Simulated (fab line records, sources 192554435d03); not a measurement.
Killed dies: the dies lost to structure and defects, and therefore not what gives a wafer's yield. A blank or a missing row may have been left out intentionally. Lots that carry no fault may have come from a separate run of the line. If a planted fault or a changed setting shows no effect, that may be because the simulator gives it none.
fab line records	flow n5_finfet
record lots=6	wafers=18	last_day=17
route steps=1938 shown FIN_SAQP@113 PASSIVATION@1936
lots untouched by any fault: they come from a run of this same line in which no faults occurred
start_h: start of the lot's first displayed wafer, in hours after the record's first day	wait_h: how many hours have passed since the lot's step before this one	" the same as in the row above	L1.1+2: a single row standing in for several wafers	- no value present, or no start provided	* or withheld: withheld	< > ~ a bound
route shown NAME@n: NAME is a module with steps in the file, n the number in the route of the first one	usual: the fault-free wafers' mean and standard deviation	same: alike in all rows	chamber/n: place in a boat	sites: the reading at each site	_std_site: their standard deviation	_edge_site: the outer-site mean with the inner-site mean subtracted	radius_mm: how far each site lies from the wafer's centre	mask NAME#n: copy n	behind: the most recent tool/chamber to have shaped the wafer	hold: what put the lot on hold/how long, in hours/how the hold closed	device: which transistor (n, p or np) failed to switch	end of line: the tests these same wafers got at the end of their route	a step without rows: its recipe alone	killed: dies lost to structure and defects at the first sort, not the wafer's yield	map: dies across one wafer; x = killed, . = not, _ = none there
set.NAME: the setting the step ran with; set.NAME@STEP: the setting that earlier step ran with	model.NAME: the simulator's own value behind a step, which no gauge read
lots at some steps of the route; a table a step, a row a wafer
services: a tool's chamber out of use, with start hour (start_h, from the record's first day; less than 0 if before it), hours out, and reason
## steps
# step N5_FIN_SAQP_INSPECT_18
# recipe mode=adi	inspect_instrument=brightfield
# usual raw_defect_count=386/100
lot.wafer	tool	chamber	start_h	wait_h	raw_defect_count
L225.1	defect_inspect-01	-	22.54	0.0	418
L225.2	"	-	"	"	329
L225.6	"	-	"	"	258
L237.3	defect_inspect-02	-	94.55	0.0	342
L237.4	"	-	"	"	422
L237.6	"	-	"	"	414
L240.1	defect_inspect-02	-	113.65	0.0	316
L240.3	"	-	"	"	259
L240.4	"	-	"	"	362
L243.1	defect_inspect-02	-	132.21	0.0	241
L243.4	"	-	"	"	354
L243.6	"	-	"	"	346
L246.1	defect_inspect-02	-	147.64	0.0	290
L246.2	"	-	"	"	541
L246.6	"	-	"	"	683
L248.3	defect_inspect-02	-	159.87	0.0	509
L248.4	"	-	"	"	325
L248.5	"	-	"	"	487
# step N5_FIN_SAQP_DESCUM_21
# recipe chemistry=O2	time_s=7.9	source_power_w=50	bias_power_w=20	pressure_mtorr=20	rf_frequency_hz=2.712e+07	temp_c=40	resist=CAR-ArF	o2_flow_sccm=225
# usual drypump_motor_current_A=5.4/0.55	oes_product_au=0.74/0.068	rf_fwd_power_W=49.46/0.21	rf_vpp_V=242.8/1.2	showerhead_plenum_p_Torr=2.06/0.056	temp_c=39.99/0.12	throttle_valve_pct=20.40/0.18
lot.wafer	tool	chamber	start_h	wait_h	drypump_motor_current_A	oes_product_au	rf_fwd_power_W	rf_hours_counter_h	rf_vpp_V	showerhead_plenum_p_Torr	temp_c	throttle_valve_pct
L225.1	rie_diel-01	0	22.58	0.0	4.9	0.70	49.22	215	242.9	2.06	40.15	20.37
L225.2	"	3	"	"	4.8	0.70	49.58	196	243.5	2.09	40.05	20.31
L225.6	"	0	"	"	4.9	0.70	49.34	-	244.2	2.06	40.05	20.37
L237.3	rie_diel-04	1	94.58	0.0	5.3	0.69	49.45	226	241.1	2.00	39.96	20.49
L237.4	"	0	"	"	5.5	0.69	49.64	219	243.3	2.04	40.02	20.62
L237.6	"	0	"	"	5.4	0.69	49.60	-	241.3	2.04	39.92	20.61
L240.1	rie_diel-05	0	113.69	0.0	5.9	0.65	49.24	247	241.4	2.04	39.94	20.20
L240.3	"	3	"	"	4.9	0.76	49.52	160	242.4	2.02	40.08	20.60
L240.4	"	2	"	"	5.2	0.87	49.46	42	245.5	2.14	40.01	20.05
L243.1	rie_diel-01	3	132.25	0.0	4.8	0.68	49.35	226	241.7	2.08	39.81	20.36
L243.4	"	2	"	"	6.3	0.69	49.46	223	242.6	2.05	39.94	20.40
L243.6	"	1	"	"	4.7	0.74	49.45	-	244.3	2.16	40.17	20.50
L246.1	rie_diel-04	0	147.82	0.2	5.5	0.67	49.34	240	241.8	2.03	40.10	20.62
L246.2	"	1	"	"	5.3	0.68	49.38	246	240.9	1.99	40.12	20.50
L246.6	"	2	"	"	5.3	0.72	49.42	-	242.3	2.03	40.25	20.46
L248.3	rie_diel-05	0	159.91	0.0	6.0	0.94	49.19	5	241.4	2.04	39.99	19.89
L248.4	"	1	"	"	6.4	0.73	49.62	166	241.2	2.00	39.90	20.44
L248.5	"	0	"	"	6.0	0.96	49.28	-	241.3	2.04	39.93	19.88
# step N5_FIN_SAQP_ETCH_51
# recipe chemistry=CF4	target=SiARC	target_depth_a=455	mask_material=CAR-ArF	time_s=75.8	ion_energy_ev=80	pressure_mtorr=40	source_w=545	bias_w=36	Ar_flow_sccm=100	cf4_flow_sccm=100	ends=cleared
# step N5_FIN_SAQP_ETCH_52
# recipe chemistry=N2/H2	target=SOC	target_depth_a=1000	overetch_a=200	mask_material=SiARC	temp_c=40	time_s=150	ion_energy_ev=200	pressure_mtorr=30	source_w=840	bias_w=150	n2_flow_sccm=200	h2_flow_sccm=200	ends=end_point
# usual drypump_motor_current_A=5.4/0.55	n2_flow_sccm=200.0/0.56	oes_product_au=0.66/0.057	rf_fwd_power_W=836.2/2.6	rf_vpp_V=522.9/2.3	showerhead_plenum_p_Torr=2.51/0.068	temp_c=40.00/0.11	throttle_valve_pct=17.83/0.25
lot.wafer	tool	chamber	start_h	wait_h	drypump_motor_current_A	n2_flow_sccm	oes_product_au	rf_fwd_power_W	rf_hours_counter_h	rf_vpp_V	showerhead_plenum_p_Torr	temp_c	throttle_valve_pct
L225.1	rie_diel-01	0	22.67	0.0	4.9	200.4	0.63	838.1	215	523.5	2.49	40.03	17.68
L225.2	"	3	"	"	4.9	200.4	0.64	837.1	196	522.9	2.53	39.87	17.68
L225.6	"	0	"	"	4.9	200.3	0.62	834.0	-	522.6	2.49	39.98	17.69
L237.3	rie_diel-04	1	94.67	0.0	5.3	200.0	0.62	838.6	226	519.2	2.40	40.06	17.93
L237.4	"	0	"	"	5.5	200.4	0.64	836.1	219	523.6	2.52	39.93	18.27
L237.6	"	0	"	"	5.5	200.0	0.64	838.5	-	522.4	2.52	40.06	18.28
L240.1	rie_diel-05	0	113.78	0.0	5.9	199.9	0.60	835.4	248	522.4	2.52	40.00	17.86
L240.3	"	3	"	"	4.9	199.4	0.67	836.5	160	521.0	2.44	40.09	17.86
L240.4	"	2	"	"	5.2	200.0	0.77	842.2	42	524.5	2.57	40.03	17.25
L243.1	rie_diel-01	3	132.34	0.0	4.9	199.1	0.61	837.6	226	522.8	2.52	40.07	17.75
L243.4	"	2	"	"	6.3	200.4	0.62	837.7	223	523.1	2.52	39.99	17.99
L243.6	"	1	"	"	4.7	199.6	0.67	833.2	-	527.9	2.63	39.93	17.88
L246.1	rie_diel-04	0	147.91	0.0	5.4	200.3	0.63	831.6	240	523.4	2.51	39.98	18.31
L246.2	"	1	"	"	5.4	199.5	0.61	836.7	246	519.8	2.40	40.04	17.96
L246.6	"	2	"	"	5.3	200.3	0.64	835.0	-	518.9	2.45	40.01	17.73
L248.3	rie_diel-05	0	160.00	0.0	6.0	199.9	0.85	836.1	5	522.2	2.51	40.00	17.45
L248.4	"	1	"	"	6.4	201.4	0.68	835.6	166	521.3	2.46	40.03	18.02
L248.5	"	0	"	"	5.9	200.4	0.85	833.9	-	522.8	2.51	39.96	17.45
# step N5_FIN_SAQP_STRIP_53
# recipe chemistry=N2/H2	temp_c=40	n2_flow_sccm=200	h2_flow_sccm=200	rf_frequency_hz=6e+07
# step N5_FIN_SAQP_HM_OPEN_73
# recipe chemistry=CHF3/O2	target=SiO2	stop_on=a-Si	target_depth_a=120	over_etch_frac=1.8	mask_material=SOC	time_s=16.8	pressure_mtorr=30	source_w=650	bias_w=170	Ar_flow_sccm=200	CHF3_flow_sccm=50	O2_flow_sccm=5	ion_energy_ev=200	ends=end_point
# step N5_FIN_SAQP_STRIP_74
# recipe chemistry=CHF3/O2	resist=SiARC	rf_frequency_hz=6e+07
# step N5_FIN_SAQP_MANDREL_ETCH_22
# recipe target_depth_a=600	chemistry=HBr/Cl2	target=a-Si	stop_on=SiNx	bt_time_s=10	over_etch_frac=0.5	time_s=30	pressure_mtorr=10	icp_w=800	bias_w=75	HBr_flow_sccm=150	Cl2_flow_sccm=80	ends=end_point
# usual drypump_motor_current_A=5.94/0.3	mfc_cl2_sccm=80.00/0.25	oes_product_au=0.772/0.012	rf_fwd_power_W=796.0/2.6	throttle_valve_pct=35.6/0.49
lot.wafer	tool	chamber	start_h	wait_h	drypump_motor_current_A	mfc_cl2_sccm	oes_product_au	rf_fwd_power_W	rf_hours_counter_h	throttle_valve_pct
L225.1	rie_si-04	1	22.86	0.0	5.85	80.35	0.767	794.1	177	35.1
L225.2	"	0	"	"	6.38	80.29	0.776	795.4	108	36.3
L225.6	"	1	"	"	5.86	80.28	0.767	793.7	-	35.1
L237.3	rie_si-04	0	94.86	0.0	6.37	79.95	0.780	792.3	109	36.3
L237.4	"	2	"	"	5.17	80.03	0.782	793.5	2	35.6
L237.6	"	1	"	"	5.86	80.06	0.778	796.3	-	35.0
L240.1	rie_si-01	3	113.97	0.0	5.71	79.63	0.752	800.5	103	36.4
L240.3	"	1	"	"	5.95	79.94	0.778	798.2	106	35.4
L240.4	"	0	"	"	5.85	79.99	0.759	797.1	78	35.8
L243.1	rie_si-04	0	132.53	0.0	6.39	79.64	0.778	792.3	110	36.3
L243.4	"	3	"	"	5.76	80.37	0.777	799.1	15	35.4
L243.6	"	2	"	"	5.18	79.59	0.760	793.0	-	35.6
L246.1	rie_si-01	2	148.10	0.0	6.64	80.20	0.762	795.0	127	35.4
L246.2	"	0	"	"	5.87	79.75	0.756	797.2	79	35.8
L246.6	"	2	"	"	6.56	79.60	0.764	796.2	-	35.5
L248.3	rie_si-01	3	160.19	0.0	5.72	79.95	0.763	793.5	104	36.4
L248.4	"	2	"	"	6.52	80.31	0.767	796.5	128	35.4
L248.5	"	3	"	"	5.71	80.02	0.789	793.6	-	36.4
# step N5_FIN_SAQP_STRIP_55
# recipe chemistry=N2/H2	power_w=500	temp_c=40	pressure_mtorr=50	rf_frequency_hz=6e+07	overash_fraction=0.3	bias_power_w=28	h2_frac=0.5	n2_flow_sccm=300	h2_flow_sccm=300
# usual drypump_motor_current_A=5.4/0.56	n2_flow_sccm=300.2/0.84	oes_product_au=0.73/0.052	rf_vpp_V=121.6/1.6	showerhead_plenum_p_Torr=3.32/0.087	temp_c=40.00/0.11	throttle_valve_pct=18.9/0.32
lot.wafer	tool	chamber	start_h	wait_h	drypump_motor_current_A	n2_flow_sccm	oes_product_au	rf_hours_counter_h	rf_vpp_V	showerhead_plenum_p_Torr	temp_c	throttle_valve_pct
L225.1	rie_diel-04	3	23.01	0.1	4.9	298.8	0.74	141	123.1	3.48	39.94	19.0
L225.2	"	2	"	"	5.3	300.4	0.76	133	122.1	3.27	39.76	18.8
L225.6	"	1	"	"	5.4	300.6	0.72	-	121.4	3.20	40.15	19.3
L237.3	rie_diel-04	3	94.96	0.1	4.9	300.3	0.72	168	124.3	3.46	40.00	19.0
L237.4	"	1	"	"	5.4	299.8	0.68	226	119.7	3.18	40.07	19.4
L237.6	"	2	"	"	5.3	300.3	0.72	-	119.2	3.25	40.03	18.8
L240.1	rie_diel-01	0	114.10	0.1	4.9	300.3	0.67	246	120.9	3.27	40.13	18.8
L240.3	"	2	"	"	6.3	300.7	0.70	222	123.8	3.33	39.85	19.1
L240.4	"	3	"	"	4.9	300.2	0.69	225	119.4	3.33	39.94	18.7
L243.1	rie_diel-05	1	132.65	0.1	6.4	298.9	0.76	156	120.8	3.25	39.93	19.1
L243.4	"	1	"	"	6.4	298.6	0.75	-	120.1	3.25	39.91	19.1
L243.6	"	2	"	"	5.2	300.2	0.85	-	118.9	3.39	40.05	18.2
L246.1	rie_diel-01	1	148.25	0.1	4.8	300.2	0.73	185	121.8	3.47	39.97	18.9
L246.2	"	3	"	"	4.9	301.2	0.68	233	123.5	3.33	40.01	18.7
L246.6	"	2	"	"	6.3	301.6	0.69	-	121.9	3.33	40.04	19.1
L248.3	rie_diel-04	3	160.29	0.1	4.9	300.5	0.70	193	122.2	3.45	40.08	19.1
L248.4	"	0	"	"	5.5	301.0	0.68	246	124.6	3.31	39.80	19.5
L248.5	"	3	"	"	4.8	299.4	0.70	-	121.5	3.45	40.02	19.1
# step N5_FIN_SAQP_STRIP_23
# recipe chemistry=SPM	time_s=750	temp_c=130	h2so4_h2o2_vol_ratio=4
# step N5_FIN_SAQP_SRD_66
# recipe dry=ipa_marangoni	time_s=30	temp_c=23	rinse_liquid=diw
# step N5_FIN_SAQP_RECESS_75
# recipe chemistry=HF/NH3	target=SiO2	target_depth_a=144	afs_cycles=3	temp_c=30	sublimation_temp_c=180	sublimation_time_s=60
# step N5_FIN_SAQP_SPACER1_ALD_24
# recipe material=SiO2	target_thk_a=203	temp_c=300	ald_precursor_family=BDEAS	ald_co_reactant=O2-plasma	pulse_time_s=1	purge_time_s=2	co_reactant_purge_time_s=2	ald_cycles=218	pressure_torr=2
# usual heater_power_w=450/40	precursor_pulse_height_rel=1.003/0.022	susceptor_temp_C=299.98/0.19
lot.wafer	tool	chamber	start_h	wait_h	heater_power_w	precursor_pulse_height_rel	susceptor_temp_C
L225.1	ald_sin-04	2	23.71	0.3	496	1.024	299.94
L225.2	"	3	"	"	443	0.971	299.83
L225.6	"	1	"	"	417	0.949	300.00
L237.3	ald_sin-02	2	95.67	0.1	461	1.033	300.12
L237.4	"	3	"	"	383	0.999	300.10
L237.6	"	1	"	"	451	1.008	299.88
L240.1	ald_sin-02	2	114.81	0.3	462	0.996	297.08
L240.3	"	1	"	"	442	1.060	297.19
L240.4	"	3	"	"	384	1.038	296.83
L243.1	ald_sin-01	0	133.36	0.3	539	0.993	299.80
L243.4	"	2	"	"	508	0.984	300.19
L243.6	"	0	"	"	528	1.020	300.28
L246.1	ald_sin-02	0	149.05	0.4	388	1.017	297.08
L246.2	"	3	"	"	384	0.975	297.26
L246.6	"	1	"	"	436	0.984	297.41
L248.3	ald_sin-04	1	161.00	0.1	435	0.995	299.86
L248.4	"	0	"	"	460	0.996	300.12
L248.5	"	3	"	"	447	1.014	300.01
# step N5_FIN_SAQP_SPACER1_ETCHBACK_25
# recipe chemistry=CHF3/O2	mode=anisotropic_etchback	target=SiO2	target_depth_a=244	time_s=12.2	pressure_mtorr=30	source_w=650	bias_w=170	Ar_flow_sccm=200	CHF3_flow_sccm=50	O2_flow_sccm=5	ion_energy_ev=200
# usual drypump_motor_current_A=5.3/0.53	oes_o_777_au=0.76/0.071	oes_product_au=0.75/0.073	rf_fwd_power_W=646.4/2	rf_vpp_V=526/16	showerhead_plenum_p_Torr=2.38/0.075	throttle_valve_pct=18.86/0.27
lot.wafer	tool	chamber	start_h	wait_h	drypump_motor_current_A	oes_o_777_au	oes_product_au	rf_fwd_power_W	rf_hours_counter_h	rf_vpp_V	showerhead_plenum_p_Torr	throttle_valve_pct
L225.1	rie_diel-04	3	24.43	0.4	4.9	0.73	0.74	650.4	141	556	2.52	19.15
L225.2	"	1	"	"	5.4	0.71	0.69	644.4	200	535	2.27	18.75
L225.6	"	2	"	"	5.3	0.79	0.75	646.2	-	507	2.32	18.56
L237.3	rie_diel-05	1	96.39	0.4	6.4	0.75	0.77	649.6	137	529	2.34	18.95
L237.4	"	2	"	"	5.2	0.89	0.88	648.5	35	528	2.45	18.45
L237.6	"	3	"	"	4.8	0.78	0.76	649.4	-	502	2.32	19.00
L240.1	rie_diel-05	1	115.57	0.4	6.3	0.75	0.74	647.6	145	529	2.33	18.96
L240.3	"	3	"	"	4.9	0.78	0.75	647.3	161	500	2.32	18.99
L240.4	"	2	"	"	5.2	0.87	0.86	647.5	43	529	2.45	18.46
L243.1	rie_diel-05	1	134.08	0.4	6.4	0.74	0.74	646.1	157	529	2.33	18.98
L243.4	"	1	"	"	6.4	0.74	0.74	649.3	-	529	2.33	18.99
L243.6	"	2	"	"	5.2	0.86	0.86	650.0	-	526	2.45	18.48
L246.1	rie_diel-05	2	149.77	0.4	5.2	0.85	0.86	645.2	57	527	2.45	18.48
L246.2	"	3	"	"	4.9	0.77	0.74	648.8	178	502	2.31	19.04
L246.6	"	1	"	"	6.4	0.73	0.73	649.4	-	528	2.33	18.99
L248.3	rie_diel-05	0	161.72	0.4	5.9	0.93	0.96	645.1	6	530	2.36	18.41
L248.4	"	3	"	"	4.9	0.76	0.74	650.5	182	503	2.31	19.05
L248.5	"	0	"	"	6.0	0.92	0.97	647.5	-	532	2.36	18.42
# step N5_PASSIVATION_PROBE_49
# usual killed_at_M0_to_M3=35/11	killed_at_M4_up=13/5.7	killed_at_contacts=12/5.7	killed_at_front_end=40/11	killed_at_other=4/4.4	killed_dies=105/18	killed_open=68/14	killed_short=34/7.4
# same gross_dies=1180	killed_at_back_side=0
lot.wafer	tool	chamber	start_h	wait_h	killed_at_M0_to_M3	killed_at_M4_up	killed_at_contacts	killed_at_front_end	killed_at_other	killed_dies	killed_open	killed_short
L225.1	prober-02	-	261.73	0.8	46	6	10	28	3	93	56	35
L225.2	prober-02	-	261.78	0.8	38	9	4	40	9	100	52	45
L225.6	prober-02	-	261.98	1.0	44	16	5	29	10	104	61	39
# killed by level:class
L225.1 MOL_CONTACT_COAG:geometric_particle:open=10 BEOL_M0_SAQP:geometric_particle:short=9 FIN_SAQP:geometric_particle:short=8 BEOL_M0_SAQP:geometric_particle:open=7 BEOL_M1:geometric_particle:open=7 BEOL_M3:geometric_particle:open=7 BEOL_M1:geometric_particle:short=6 BEOL_M2:geometric_particle:open=6
L225.2 STI_FIN_REVEAL:geometric_particle:open=15 FIN_SAQP:geometric_particle:short=11 BEOL_M1:geometric_particle:open=9 BEOL_M1:geometric_particle:short=7 BEOL_M0_SAQP:geometric_particle:short=6 BEOL_M3:geometric_particle:open=5 BEOL_M0_SAQP:geometric_particle:open=4 BEOL_M2:geometric_particle:open=4
L225.6 FIN_SAQP:geometric_particle:short=11 BEOL_M0_SAQP:geometric_particle:short=9 BEOL_M0_SAQP:geometric_particle:open=8 BEOL_M1:geometric_particle:open=8 BEOL_M4:geometric_particle:open=7 BEOL_M2:geometric_particle:open=6 STI_FIN_REVEAL:geometric_particle:open=5 BEOL_M1:geometric_particle:short=5
## services
tool	chamber	start_h	hours	kind
rie_si-04	-	-0.08	0.4	repair
ald_sin-01	2	1.55	4.6	repair
rie_diel-05	2	8.48	9.6	repair
rie_diel-01	-	10.68	2.8	pm
rie_diel-05	0	12.06	4.0	repair
ald_sin-04	-	16.40	2.8	pm
rie_diel-05	1	39.10	2.4	repair
ald_sin-02	1	69.29	7.8	repair
rie_diel-05	-	71.46	0.8	repair
ald_sin-01	0	80.20	20.4	repair
rie_si-01	-	82.68	14.6	pm
ald_sin-04	-	85.70	14.0	pm
rie_diel-01	-	102.19	4.3	pm
rie_diel-01	2	107.31	5.2	repair
rie_diel-01	-	114.81	14.6	pm
rie_diel-05	0	119.05	-	clean
rie_diel-05	0	119.05	-	consumable_replace:focus_ring
rie_diel-05	0	119.05	23.4	scheduled_down
rie_diel-05	0	119.05	23.4	vent_cycle
rie_diel-05	2	120.99	4.6	repair
ald_sin-01	1	129.96	14.0	repair
rie_diel-01	0	141.86	-	clean
ald_sin-02	1	152.20	10.6	repair
rie_diel-04	1	152.74	6.5	repair
## key
first_sign step=N5_FIN_SAQP_SPACER1_ALD_24	reading=susceptor_temp_C	direction=down	sigmas=15	usual=*	struck=*
effect none on later readings
met_at N5_FIN_SAQP_SPACER1_ALD_24
struck_wafers L240.1,L240.3,L240.4,L246.1,L246.2,L246.6
tester_left_out L240,L246
baseline_loss step=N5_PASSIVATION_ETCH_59	wafers=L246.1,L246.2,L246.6
onset_between 95.67 114.81
fault kind=process_parameter_drift	tool=ald_sin-02	chamber=-	onset_h=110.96	steps=N5_FIN_SAQP_SPACER1_ALD_24	channel=temp_c	offset=*	shape=step	end_h=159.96	acts_in=*	stated=*
# tester_left_out: of these lots the tester's yield and bins aren't shown, on N5 and GAA mostly nor the transistor test; their killed dies are dies lost to structure and defects alone, not to doping, threshold or leakage, so they don't give the yield
# baseline_loss: these wafers lose ten dies or more at that step, a loss of the line's own and not of a fault; the sort's usual values leave them out
